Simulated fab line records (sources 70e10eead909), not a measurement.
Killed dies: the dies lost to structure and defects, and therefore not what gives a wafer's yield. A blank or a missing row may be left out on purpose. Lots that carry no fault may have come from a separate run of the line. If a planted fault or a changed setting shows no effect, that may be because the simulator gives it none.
Matching of chambers ; flow nand harc ; NHARC_A_BLC_ALD_23 on ald metal-03 has 4 sister chambers
The step deposits TiN, target thk 3 nm, pulse time 1 s, ald cycles 150. 7 wafers are shown with their chamber, then 7 later ones without.

WAFERS WITH THEIR CHAMBER
wafer;chamber;heater power w (W);precursor pulse height rel
L074.2;0;1400;1.010
L082.2;2;1137;1.015
L082.6;0;1429;0.976
L080.4;1;1313;1.021
L080.5;3;1124;0.976
L089.2;3;1199;0.996
L089.4;2;1139;1.018

WAFERS MISSING THEIR CHAMBER
wafer;heater power w (W);precursor pulse height rel
L089.5;1166;1.009
L093.3;1132;1.005
L093.5;1286;1.019
L093.6;1175;0.992
L094.1;1159;0.983
L094.4;1183;0.977
L094.5;1179;0.957

WHICH CHAMBER EACH WENT THROUGH
wafer;from the rows above;in truth
L089.5;can't be placed: 2 or 3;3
L093.3;can't be placed: 2 or 3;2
L093.5;1;1
L093.6;can't be placed: 3 or 2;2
L094.1;can't be placed: 3 or 2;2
L094.4;can't be placed: 3 or 2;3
L094.5;3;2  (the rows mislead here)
Placed correctly: 1 of 7. Cannot be placed on the basis of these rows: 5; the candidates contain the true chamber in 5. Wrongly placed: 1.
How it was worked out, from the rows above alone: a wafer's distance from a chamber is the root of the sum, over the readings, of the square of ((its reading less the chamber's mean) divided by the reading's scatter). The wafer belongs to the nearest chamber; if the next one is less than 2 further off, it can't be placed. For every chamber, the mean is computed from those of its wafers that are shown. The scatter: take each reading less its chamber's mean, square it, sum over the shown wafers, divide by the number of wafers less the number of chambers, and take the root.
